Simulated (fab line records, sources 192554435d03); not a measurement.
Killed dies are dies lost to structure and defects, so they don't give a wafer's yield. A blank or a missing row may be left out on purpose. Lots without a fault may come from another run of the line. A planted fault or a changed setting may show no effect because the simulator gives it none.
One fault seen from 2 desks | flow n5_finfet | each desk has only its own numbers; what lay behind them comes last

THE METROLOGY DESK
What the gauges read, lot by lot, whatever tool the lot ran on: means of the sampled wafers that have a number. A lot is out of limits, marked OUT, if its mean lies more than 4 standard deviations from the usual mean; the brackets give that distance. Of its 10 readings 7 are shown: those that lie furthest out on some lot.
Columns: A = DIBL_N at N5_BEOL_M4_RC_MEAS_101, usual 37.1 mV/V; B = IOFF_N at N5_BEOL_M4_RC_MEAS_101, usual 0.17 nA/um; C = IOFF_P at N5_BEOL_M4_RC_MEAS_101, usual 0.22 nA/um; D = ION_P at N5_BEOL_M4_RC_MEAS_101, usual 464 uA/um; E = SS_N at N5_BEOL_M4_RC_MEAS_101, usual 71.7 mV/dec; F = VT_N at N5_BEOL_M4_RC_MEAS_101, usual 248.9 mV; G = VT_P at N5_BEOL_M4_RC_MEAS_101, usual -251 mV
lot  | first seen here | A    | B    | C    | D   | E    | F     | G
L870 | day 8 19:38     | 35.4 | 0.17 | 0.20 | 463 | 71.6 | 248.3 | -252
L871 | day 8 22:56     | 36.2 | 0.16 | 0.20 | 461 | 71.5 | 248.5 | -253
L875 | day 10 00:10    | 37.8 | 0.20 | 0.29 | 475 | 72.2 | 245.7 | -245
L877 | day 10 19:17    | 36.2 | 0.16 | 0.21 | 467 | 71.1 | 249.9 | -251
L878 | day 10 19:43    | 36.0 | 0.16 | 0.20 | 462 | 71.4 | 248.9 | -254
L881 | day 12 19:37    | 38.0 | 0.17 | 0.23 | 467 | 71.0 | 249.2 | -250
L889 | day 14 06:01    | 37.7 | 0.18 | 0.22 | 464 | 71.9 | 246.8 | -251
L890 | day 14 10:52    | 39.2 | 0.18 | 0.23 | 462 | 72.1 | 249.3 | -248
L891 | day 14 13:47    | 37.7 | 0.19 | 0.26 | 469 | 72.3 | 247.1 | -244
This desk's finding: nothing out of limits on any of the 9 lots.

THE TOOL OWNER'S DESK: ald_sin-01
The tool's own readings at N5_GATE_CUT_ALD_22 (deposits SiNx, target thk 16 nm, pulse time 1 s, ald cycles 320): means of the sampled wafers that have a number, for each lot that ran on this tool. A lot is out of limits, marked OUT, if its mean lies more than 4 standard deviations from the usual mean; the brackets give that distance.
Columns: A = heater_power_outer_w at N5_GATE_CUT_ALD_22, usual 530 W; B = heater_power_w at N5_GATE_CUT_ALD_22, usual 849 W; C = precursor_pulse_height_rel at N5_GATE_CUT_ALD_22, usual 1.000
lot  | first seen here | A   | B   | C
L875 | day 6 05:23     | 557 | 845 | 0.999
L877 | day 6 19:29     | 568 | 838 | 1.000
L878 | day 6 21:47     | 492 | 786 | 0.988
L881 | day 8 01:41     | 491 | 776 | 1.009
This desk's finding: nothing out of limits on any of the 4 lots.

PUT TOGETHER
The metrology desk saw nothing out of limits.
The tool owner's desk saw nothing out of limits.

WHAT THE SIMULATOR HAD PUT IN
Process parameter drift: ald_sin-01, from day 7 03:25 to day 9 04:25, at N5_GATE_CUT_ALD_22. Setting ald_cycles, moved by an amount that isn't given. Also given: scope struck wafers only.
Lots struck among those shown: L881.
